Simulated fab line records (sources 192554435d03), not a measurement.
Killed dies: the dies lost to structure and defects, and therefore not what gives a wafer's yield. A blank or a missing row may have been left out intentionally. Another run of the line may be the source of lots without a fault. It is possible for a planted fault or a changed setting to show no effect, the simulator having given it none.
fab line records :: flow n5Finfet
record:
  lots: 4
  wafers: 12
  lastDay: 18
route steps=1938 shown DUMMY_GATE@251 SPACER0@258 SD_EPI_N@262 PASSIVATION@1936
lots that met no fault: from a run of the same line without faults
startH: hours from the record's opening day to when the first of the lot's shown wafers began :: waitH: hours since the lot's step before :: " unchanged from the row above :: L1.1+2: a row that stands for several wafers :: - no value, or no start given :: * or withheld: withheld :: < > ~ a bound
route shown NAME@n: names a module that has steps shown in the file, with the first one's number in the route :: usual: the fault-free wafers' mean and standard deviation :: same: alike in all rows :: chamber/n: place in a boat :: sites: each site's reading :: _std_site: standard deviation of those values :: _edge_site: the outer-site mean with the inner-site mean subtracted :: radiusMm: how far each site lies from the wafer's centre :: mask NAME#n: copy n :: behind: the last tool/chamber to shape the wafer :: hold: why the lot went on hold/how many hours it stayed there/how the hold came to an end :: device: the n, p or np transistor that did not switch :: end of line: the tests these same wafers got at the end of their route :: for a step that has no rows: nothing shown but its recipe :: killed: dies lost to structure and defects at the first sort, not the wafer's yield :: map: dies across one wafer; x = killed, . = not, _ = none there
set.NAME: the setting as run; set.NAME@STEP: as run at that earlier step :: model.NAME: the simulator's own value behind a step, which no gauge read
certain route steps with their lots: each step a table, each wafer a row
services: a tool's chamber out of use, with start hour (startH, from the record's first day; less than 0 if before it), hours out, and reason
== steps ==
step: N5_DUMMY_GATE_STRIP_48
recipe:
  chemistry: N2/H2
  timeS: 20
  powerW: 100
  tempC: 40
  pressureMtorr: 100
  rfFrequencyHz: 6e+07
  biasPowerW: 3
  n2FlowSccm: 300
  h2FlowSccm: 300
step: N5_DUMMY_GATE_PRECLEAN_33
recipe:
  chemistry: dHF
  timeS: 10
  dilution: 750:1
  tempC: 25
step: N5_DUMMY_GATE_PRECLEAN_25
recipe:
  chemistry: O3/DIW
  timeS: 45
  tempC: 22
  o3Ppm: 10
step: N5_DUMMY_GATE_PRECLEAN_51
recipe:
  chemistry: SC2
  timeS: 45
  tempC: 35
  mix: 1:1:50
step: N5_DUMMY_GATE_SRD_26
recipe:
  dry: ipaMarangoni
  timeS: 30
  tempC: 23
  rinseLiquid: diw
step: N5_DUMMY_GATE_UV_OZONE_45
recipe:
  timeS: 120
  pressureTorr: 760
  tempC: 25
step: N5_SPACER0_ALD_07
recipe:
  material: SiNx
  targetThkA: 20
  tempC: 400
  aldPrecursorFamily: SiH2I2
  aldCoReactant: N2/H2-plasma
  pressureTorr: 2
step: N5_SPACER0_ALD_00
recipe:
  material: SiOCN
  targetThkA: 35
  tempC: 400
  aldPrecursorFamily: alkyl-aminosilane
  aldCoReactant: O2/N2-plasma
  pulseTimeS: 3
  purgeTimeS: 2
  coReactantPurgeTimeS: 2
  aldCycles: 58
  pressureTorr: 2
step: N5_SPACER0_ALD_08
recipe:
  material: SiNx
  targetThkA: 20
  tempC: 400
  aldPrecursorFamily: SiH2I2
  aldCoReactant: N2/H2-plasma
  pressureTorr: 2
step: N5_SD_EPI_N_COAT_32
recipe:
  resist: SOC
  tempC: 250
  timeS: 60
  spinRpm: 1500
  resistThkNm: 350
step: N5_SD_EPI_N_COAT_33
recipe:
  resist: SiARC
  tempC: 220
  timeS: 60
  spinRpm: 1500
  resistThkNm: 35
usual:
  dispensePressureKPa: 47/3.4
  spinSpeedRpm: 1500.2/1.1
lot.wafer: L455.1
tool: lithoTrack-01
chamber: 0
startH: 71.72
waitH: -
dispensePressureKPa: 51
spinSpeedRpm: 1592.5
model.SiARC_of_SD_EPI_N_COAT_33.thkNm: 33.8

lot.wafer: L455.4
tool: lithoTrack-01
chamber: 0
startH: 71.72
waitH: -
dispensePressureKPa: 51
spinSpeedRpm: 1593.5
model.SiARC_of_SD_EPI_N_COAT_33.thkNm: 34

lot.wafer: L455.5
tool: lithoTrack-01
chamber: 0
startH: 71.72
waitH: -
dispensePressureKPa: 51
spinSpeedRpm: 1593.3
model.SiARC_of_SD_EPI_N_COAT_33.thkNm: 33.8

lot.wafer: L457.1
tool: lithoTrack-01
chamber: 0
startH: 84.74
waitH: -
dispensePressureKPa: 51
spinSpeedRpm: 1592.5
model.SiARC_of_SD_EPI_N_COAT_33.thkNm: 34

lot.wafer: L457.3
tool: lithoTrack-01
chamber: 0
startH: 84.74
waitH: -
dispensePressureKPa: 51
spinSpeedRpm: 1592.6
model.SiARC_of_SD_EPI_N_COAT_33.thkNm: 34

lot.wafer: L457.6
tool: lithoTrack-01
chamber: 0
startH: 84.74
waitH: -
dispensePressureKPa: 51
spinSpeedRpm: 1593.5
model.SiARC_of_SD_EPI_N_COAT_33.thkNm: 34

lot.wafer: L466.1
tool: lithoTrack-03
chamber: 0
startH: 138.39
waitH: -
dispensePressureKPa: 43
spinSpeedRpm: 1504.1
model.SiARC_of_SD_EPI_N_COAT_33.thkNm: 35

lot.wafer: L466.2
tool: lithoTrack-03
chamber: 0
startH: 138.39
waitH: -
dispensePressureKPa: 43
spinSpeedRpm: 1499.5
model.SiARC_of_SD_EPI_N_COAT_33.thkNm: 35

lot.wafer: L466.3
tool: lithoTrack-03
chamber: 0
startH: 138.39
waitH: -
dispensePressureKPa: 43
spinSpeedRpm: 1502.0
model.SiARC_of_SD_EPI_N_COAT_33.thkNm: 34.8

lot.wafer: L473.1
tool: lithoTrack-01
chamber: 0
startH: 187.04
waitH: -
dispensePressureKPa: 51
spinSpeedRpm: 1498.7
model.SiARC_of_SD_EPI_N_COAT_33.thkNm: 35

lot.wafer: L473.2
tool: lithoTrack-01
chamber: 0
startH: 187.04
waitH: -
dispensePressureKPa: 51
spinSpeedRpm: 1499.2
model.SiARC_of_SD_EPI_N_COAT_33.thkNm: 35.2

lot.wafer: L473.3
tool: lithoTrack-01
chamber: 0
startH: 187.04
waitH: -
dispensePressureKPa: 51
spinSpeedRpm: 1500.4
model.SiARC_of_SD_EPI_N_COAT_33.thkNm: 35
step: N5_SD_EPI_N_COAT_03
recipe:
  resist: CAR-ArF-block
  spinRpm: 1500
  resistThkNm: 150
step: N5_SD_EPI_N_EBR_05
recipe:
  solvent: PGMEA
  ebrWidthMm: 1.5
step: N5_SD_EPI_N_SOFTBAKE_04
recipe:
  tempC: 110
  timeS: 60
  resist: CAR-ArF-block
step: N5_SD_EPI_N_EXPOSE_06
recipe:
  maskId: SD_N_BLK
  na: 1.35
  sourceShape: conventional
  sigmaOuter: 0.8
  polarization: unpolarized
  targetCdNm: 120
  doseMj: 39.75
step: N5_SD_EPI_N_PEB_07
recipe:
  pebTempC: 110
  pebTimeS: 60
  resist: CAR-ArF-block
step: N5_SD_EPI_N_DEVELOP_08
recipe:
  developTimeS: 30
  developer: TMAH
  resist: CAR-ArF-block
  devTempC: 23
  rinseLiquid: diw
  dry: airSpin
step: N5_SD_EPI_N_DESCUM_14
recipe:
  chemistry: O2
  timeS: 7.9
  sourcePowerW: 50
  biasPowerW: 20
  pressureMtorr: 20
  rfFrequencyHz: 2.712e+07
  tempC: 40
  resist: CAR-ArF-block
  o2FlowSccm: 225
step: N5_SD_EPI_N_ETCH_34
recipe:
  chemistry: CF4
  target: SiARC
  targetDepthA: 455
  maskMaterial: CAR-ArF-block
  timeS: 75.8
  ionEnergyEv: 80
  pressureMtorr: 40
  sourceW: 545
  biasW: 36
  Ar_flow_sccm: 100
  cf4FlowSccm: 100
  ends: cleared
usual:
  drypumpMotorCurrentA: 5.6/0.4
  etchRfOnTimeS: 74.9/1.4
  oesProductAu: 0.70/0.086
  rfFwdPowerW: 539.4/2
  rfVppV: 184.4/1.2
  showerheadPlenumPTorr: 2.17/0.057
  throttleValvePct: 15.57/0.22
lot.wafer: L455.1
tool: rieDiel-06
chamber: 1
startH: 72.09
waitH: 0.0
drypumpMotorCurrentA: 6.1
etchRfOnTimeS: 75.1
oesProductAu: 0.62
rfFwdPowerW: 541.1
rfHoursCounterH: 178
rfVppV: 183.5
showerheadPlenumPTorr: 2.05
throttleValvePct: 15.65
model.etch.depthNm: 33.89
model.CAR-ArF-block_of_SD_EPI_N_COAT_03.thkNm: 111.8

lot.wafer: L455.4
tool: rieDiel-06
chamber: 2
startH: 72.09
waitH: 0.0
drypumpMotorCurrentA: 5.3
etchRfOnTimeS: 74.4
oesProductAu: 0.78
rfFwdPowerW: 543.5
rfHoursCounterH: 20
rfVppV: 185.8
showerheadPlenumPTorr: 2.26
throttleValvePct: 15.31
model.etch.depthNm: 33.91
model.CAR-ArF-block_of_SD_EPI_N_COAT_03.thkNm: 112.6

lot.wafer: L455.5
tool: rieDiel-06
chamber: 3
startH: 72.09
waitH: 0.0
drypumpMotorCurrentA: 5.1
etchRfOnTimeS: 73.4
oesProductAu: 0.61
rfFwdPowerW: 535.6
rfHoursCounterH: -
rfVppV: 185.2
showerheadPlenumPTorr: 2.21
throttleValvePct: 15.89
model.etch.depthNm: 33.81
model.CAR-ArF-block_of_SD_EPI_N_COAT_03.thkNm: 112.2

lot.wafer: L457.1
tool: rieDiel-01
chamber: 0
startH: 85.10
waitH: 0.0
drypumpMotorCurrentA: 5.4
etchRfOnTimeS: 71.7
oesProductAu: 0.79
rfFwdPowerW: 539.4
rfHoursCounterH: 29
rfVppV: 185.1
showerheadPlenumPTorr: 2.18
throttleValvePct: 15.34
model.etch.depthNm: 33.99
model.CAR-ArF-block_of_SD_EPI_N_COAT_03.thkNm: 111.4

lot.wafer: L457.3
tool: rieDiel-01
chamber: 3
startH: 85.10
waitH: 0.0
drypumpMotorCurrentA: 5.6
etchRfOnTimeS: 73.8
oesProductAu: 0.61
rfFwdPowerW: 540.0
rfHoursCounterH: 184
rfVppV: 185.1
showerheadPlenumPTorr: 2.22
throttleValvePct: 15.79
model.etch.depthNm: 34.08
model.CAR-ArF-block_of_SD_EPI_N_COAT_03.thkNm: 112

lot.wafer: L457.6
tool: rieDiel-01
chamber: 1
startH: 85.10
waitH: 0.0
drypumpMotorCurrentA: 6.1
etchRfOnTimeS: 70.3
oesProductAu: 0.77
rfFwdPowerW: 538.2
rfHoursCounterH: -
rfVppV: 183.2
showerheadPlenumPTorr: 2.18
throttleValvePct: 15.54
model.etch.depthNm: 33.99
model.CAR-ArF-block_of_SD_EPI_N_COAT_03.thkNm: 111.8

lot.wafer: L466.1
tool: rieDiel-05
chamber: 3
startH: 140.00
waitH: 0.0
drypumpMotorCurrentA: 6.3
etchRfOnTimeS: 74.7
oesProductAu: 0.59
rfFwdPowerW: 541.9
rfHoursCounterH: 230
rfVppV: 184.5
showerheadPlenumPTorr: 2.19
throttleValvePct: 15.82
model.etch.depthNm: 35.06
model.CAR-ArF-block_of_SD_EPI_N_COAT_03.thkNm: 110

lot.wafer: L466.2
tool: rieDiel-05
chamber: 0
startH: 140.00
waitH: 0.0
drypumpMotorCurrentA: 5.7
etchRfOnTimeS: 75.5
oesProductAu: 0.68
rfFwdPowerW: 542.2
rfHoursCounterH: 82
rfVppV: 183.8
showerheadPlenumPTorr: 2.17
throttleValvePct: 15.20
model.etch.depthNm: 35.02
model.CAR-ArF-block_of_SD_EPI_N_COAT_03.thkNm: 110.2

lot.wafer: L466.3
tool: rieDiel-05
chamber: 2
startH: 140.00
waitH: 0.0
drypumpMotorCurrentA: 5.8
etchRfOnTimeS: 73.6
oesProductAu: 0.78
rfFwdPowerW: 542.1
rfHoursCounterH: 32
rfVppV: 181.6
showerheadPlenumPTorr: 2.09
throttleValvePct: 15.62
model.etch.depthNm: 34.88
model.CAR-ArF-block_of_SD_EPI_N_COAT_03.thkNm: 110.2

lot.wafer: L473.1
tool: rieDiel-06
chamber: 2
startH: 187.53
waitH: 0.0
drypumpMotorCurrentA: 5.3
etchRfOnTimeS: 74.9
oesProductAu: 0.72
rfFwdPowerW: 539.0
rfHoursCounterH: 56
rfVppV: 185.7
showerheadPlenumPTorr: 2.25
throttleValvePct: 15.35
model.etch.depthNm: 34.92
model.CAR-ArF-block_of_SD_EPI_N_COAT_03.thkNm: 111.4

lot.wafer: L473.2
tool: rieDiel-06
chamber: 0
startH: 187.53
waitH: 0.0
drypumpMotorCurrentA: 5.4
etchRfOnTimeS: 75.6
oesProductAu: 0.64
rfFwdPowerW: 537.8
rfHoursCounterH: 162
rfVppV: 184.0
showerheadPlenumPTorr: 2.14
throttleValvePct: 15.80
model.etch.depthNm: 35.16
model.CAR-ArF-block_of_SD_EPI_N_COAT_03.thkNm: 110.6

lot.wafer: L473.3
tool: rieDiel-06
chamber: 1
startH: 187.53
waitH: 0.0
drypumpMotorCurrentA: 6.2
etchRfOnTimeS: 77.6
oesProductAu: 0.60
rfFwdPowerW: 538.6
rfHoursCounterH: 214
rfVppV: 181.8
showerheadPlenumPTorr: 2.04
throttleValvePct: 15.74
model.etch.depthNm: 35.09
model.CAR-ArF-block_of_SD_EPI_N_COAT_03.thkNm: 111
step: N5_SD_EPI_N_ETCH_35
recipe:
  chemistry: N2/H2
  target: SOC
  overetchA: 1080
  maskMaterial: SiARC
  tempC: 40
  ionEnergyEv: 100
  sourceW: 3000
  biasW: 133
  pressureMtorr: 20
  timeS: 486
  n2FlowSccm: 200
  h2FlowSccm: 200
step: N5_SD_EPI_N_STRIP_36
recipe:
  chemistry: N2/H2
  tempC: 40
  n2FlowSccm: 200
  h2FlowSccm: 200
  rfFrequencyHz: 6e+07
step: N5_SD_EPI_N_ETCHBACK_44
recipe:
  chemistry: CH3F/O2
  mode: anisotropicEtchback
  target: SiNx
  targetDepthA: 145
  stopOn: SiO2
  overEtchFrac: 0.3
  ionEnergyEv: 120
  pressureMtorr: 30
  sourceW: 395
  biasW: 73
  Ar_flow_sccm: 150
  CH3F_flow_sccm: 30
  O2_flow_sccm: 20
step: N5_SD_EPI_N_ETCH_45
recipe:
  chemistry: CH3F/O2
  target: SiOCN
  targetDepthA: 60
  maskMaterial: SOC
  ionEnergyEv: 60
  biasW: 29
  pressureMtorr: 15
  sourceW: 410
  Ar_flow_sccm: 150
  CH3F_flow_sccm: 30
  O2_flow_sccm: 20
step: N5_SD_EPI_N_ETCH_16
recipe:
  chemistry: CHF3/O2
  target: SiO2
  targetDepthA: 50
  maskMaterial: SOC
  pressureMtorr: 30
  sourceW: 650
  biasW: 170
  Ar_flow_sccm: 200
  CHF3_flow_sccm: 50
  O2_flow_sccm: 5
  ionEnergyEv: 200
usual:
  drypumpMotorCurrentA: 5.6/0.4
  oesProductAu: 0.82/0.099
  rfFwdPowerW: 642.3/2.6
  rfVppV: 525/10
  showerheadPlenumPTorr: 2.44/0.066
  throttleValvePct: 18.86/0.2
lot.wafer: L455.1
tool: rieDiel-06
chamber: 1
startH: 72.67
waitH: 0.1
drypumpMotorCurrentA: 6.2
oesProductAu: 0.73
rfFwdPowerW: 644.9
rfHoursCounterH: 178
rfVppV: 514
showerheadPlenumPTorr: 2.31
throttleValvePct: 18.92
model.SiARC_of_SD_EPI_N_COAT_33.thkNm: 11.8

lot.wafer: L455.4
tool: rieDiel-06
chamber: 2
startH: 72.67
waitH: 0.1
drypumpMotorCurrentA: 5.2
oesProductAu: 0.92
rfFwdPowerW: 645.5
rfHoursCounterH: 20
rfVppV: 535
showerheadPlenumPTorr: 2.54
throttleValvePct: 18.59
model.SiARC_of_SD_EPI_N_COAT_33.thkNm: 11.2

lot.wafer: L455.5
tool: rieDiel-06
chamber: 3
startH: 72.67
waitH: 0.1
drypumpMotorCurrentA: 5.1
oesProductAu: 0.71
rfFwdPowerW: 637.0
rfHoursCounterH: -
rfVppV: 538
showerheadPlenumPTorr: 2.49
throttleValvePct: 19.15
model.SiARC_of_SD_EPI_N_COAT_33.thkNm: 11

lot.wafer: L457.1
tool: rieDiel-01
chamber: 0
startH: 85.68
waitH: 0.1
drypumpMotorCurrentA: 5.4
oesProductAu: 0.92
rfFwdPowerW: 644.3
rfHoursCounterH: 29
rfVppV: 510
showerheadPlenumPTorr: 2.44
throttleValvePct: 18.60
model.SiARC_of_SD_EPI_N_COAT_33.thkNm: 11

lot.wafer: L457.3
tool: rieDiel-01
chamber: 3
startH: 85.68
waitH: 0.1
drypumpMotorCurrentA: 5.6
oesProductAu: 0.72
rfFwdPowerW: 642.2
rfHoursCounterH: 184
rfVppV: 529
showerheadPlenumPTorr: 2.50
throttleValvePct: 19.06
model.SiARC_of_SD_EPI_N_COAT_33.thkNm: 11.4

lot.wafer: L457.6
tool: rieDiel-01
chamber: 1
startH: 85.68
waitH: 0.1
drypumpMotorCurrentA: 6.1
oesProductAu: 0.90
rfFwdPowerW: 642.2
rfHoursCounterH: -
rfVppV: 520
showerheadPlenumPTorr: 2.45
throttleValvePct: 18.85
model.SiARC_of_SD_EPI_N_COAT_33.thkNm: 10.6

lot.wafer: L466.1
tool: rieDiel-05
chamber: 3
startH: 140.58
waitH: 0.1
drypumpMotorCurrentA: 6.3
oesProductAu: 0.69
rfFwdPowerW: 648.4
rfHoursCounterH: 230
rfVppV: 516
showerheadPlenumPTorr: 2.47
throttleValvePct: 19.08
model.SiARC_of_SD_EPI_N_COAT_33.thkNm: 12.4

lot.wafer: L466.2
tool: rieDiel-05
chamber: 0
startH: 140.58
waitH: 0.1
drypumpMotorCurrentA: 5.7
oesProductAu: 0.81
rfFwdPowerW: 645.9
rfHoursCounterH: 82
rfVppV: 512
showerheadPlenumPTorr: 2.44
throttleValvePct: 18.53
model.SiARC_of_SD_EPI_N_COAT_33.thkNm: 12.4

lot.wafer: L466.3
tool: rieDiel-05
chamber: 2
startH: 140.58
waitH: 0.1
drypumpMotorCurrentA: 5.8
oesProductAu: 0.90
rfFwdPowerW: 636.1
rfHoursCounterH: 33
rfVppV: 532
showerheadPlenumPTorr: 2.34
throttleValvePct: 18.91
model.SiARC_of_SD_EPI_N_COAT_33.thkNm: 11.6

lot.wafer: L473.1
tool: rieDiel-06
chamber: 2
startH: 188.11
waitH: 0.1
drypumpMotorCurrentA: 5.3
oesProductAu: 0.86
rfFwdPowerW: 642.7
rfHoursCounterH: 56
rfVppV: 534
showerheadPlenumPTorr: 2.53
throttleValvePct: 18.63
model.SiARC_of_SD_EPI_N_COAT_33.thkNm: 12

lot.wafer: L473.2
tool: rieDiel-06
chamber: 0
startH: 188.11
waitH: 0.1
drypumpMotorCurrentA: 5.3
oesProductAu: 0.75
rfFwdPowerW: 639.5
rfHoursCounterH: 162
rfVppV: 521
showerheadPlenumPTorr: 2.40
throttleValvePct: 19.06
model.SiARC_of_SD_EPI_N_COAT_33.thkNm: 12.6

lot.wafer: L473.3
tool: rieDiel-06
chamber: 1
startH: 188.11
waitH: 0.1
drypumpMotorCurrentA: 6.1
oesProductAu: 0.70
rfFwdPowerW: 643.7
rfHoursCounterH: 215
rfVppV: 514
showerheadPlenumPTorr: 2.29
throttleValvePct: 18.99
model.SiARC_of_SD_EPI_N_COAT_33.thkNm: 13.2
step: N5_SD_EPI_N_STRIP_47
recipe:
  chemistry: CHF3/O2
  resist: SiARC
  rfFrequencyHz: 6e+07
step: N5_PASSIVATION_PROBE_49
usual:
  killed_at_M0_to_M3: 31/11
  killed_at_M4_up: 14/5.1
  killedAtContacts: 12/5.6
  killedAtFrontEnd: 42/12
  killedAtOther: 3.8/2.9
  killedDies: 103/18
  killedOpen: 67/14
  killedShort: 33/8
same:
  grossDies: 1180
  killedAtBackSide: 0
lot.wafer: L457.6
tool: prober-01
chamber: -
startH: 331.72
waitH: 0.3
killed_at_M0_to_M3: 27
killed_at_M4_up: 13
killedAtContacts: 13
killedAtFrontEnd: 34
killedAtOther: 2
killedDies: 89
killedOpen: 70
killedShort: 19
killed by level:class
L457.6 STI_FIN_REVEAL:geometricParticle:open=14 MOL_CONTACT_COAG:geometricParticle:open=12 BEOL_M0_SAQP:geometricParticle:open=9 BEOL_M1:geometricParticle:open=7 BEOL_M4:geometricParticle:open=5 BEOL_M3:geometricParticle:open=5 BEOL_M8:geometricParticle:open=4 GATE_CUT:geometricParticle:short=4
== services ==
tool: rieDiel-05
chamber: 1
startH: 58.41
hours: -
kind: clean

tool: rieDiel-05
chamber: 1
startH: 58.41
hours: -
kind: consumableReplace:focusRing

tool: rieDiel-05
chamber: 1
startH: 58.41
hours: 20.7
kind: scheduledDown

tool: rieDiel-05
chamber: 1
startH: 58.41
hours: 20.7
kind: ventCycle

tool: rieDiel-01
chamber: 2
startH: 79.53
hours: -
kind: clean

tool: rieDiel-01
chamber: 2
startH: 79.53
hours: -
kind: consumableReplace:focusRing

tool: rieDiel-01
chamber: 2
startH: 79.53
hours: 25.2
kind: scheduledDown

tool: rieDiel-01
chamber: 2
startH: 79.53
hours: 25.2
kind: ventCycle

tool: rieDiel-05
chamber: 1
startH: 89.71
hours: 3.3
kind: repair

tool: rieDiel-06
chamber: 3
startH: 100.54
hours: 10.5
kind: repair

tool: rieDiel-06
chamber: -
startH: 125.58
hours: 28.1
kind: pm

tool: rieDiel-01
chamber: 2
startH: 128.72
hours: 2.3
kind: repair

tool: rieDiel-06
chamber: 3
startH: 166.60
hours: -
kind: clean

tool: rieDiel-06
chamber: 3
startH: 166.60
hours: -
kind: consumableReplace:focusRing
== key ==
firstSign:
  step: N5_SD_EPI_N_COAT_33
  reading: spinSpeedRpm
  direction: up
  sigmas: 84
  usual: *
  struck: *
effect none on later readings
modelEffect:
  step: N5_SD_EPI_N_COAT_33
  value: SiARC_of_SD_EPI_N_COAT_33.thkNm
  without: 35
  struck: 33.93
modelEffect:
  step: N5_SD_EPI_N_ETCH_34
  value: etch.depthNm
  without: 34.98
  struck: 33.95
modelEffect:
  step: N5_SD_EPI_N_ETCH_16
  value: SiARC_of_SD_EPI_N_COAT_33.thkNm
  without: 12.23
  struck: 11.17
metAt N5_SD_EPI_N_COAT_33
struckWafers L455.1,L455.4,L455.5,L457.1,L457.3,L457.6
testerLeftOut L455,L457
fault:
  kind: processParameterDrift
  tool: lithoTrack-01
  chamber: -
  onsetH: 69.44
  steps: N5_SD_EPI_N_COAT_33
  channel: spinRpm
  offset: *
  shape: step
  endH: 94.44
  actsIn: *
  stated: *
testerLeftOut: of these lots the tester's yield and bins aren't shown, on N5 and GAA mostly nor the transistor test; their killed dies are dies lost to structure and defects alone, not to doping, threshold or leakage, so they don't give the yield
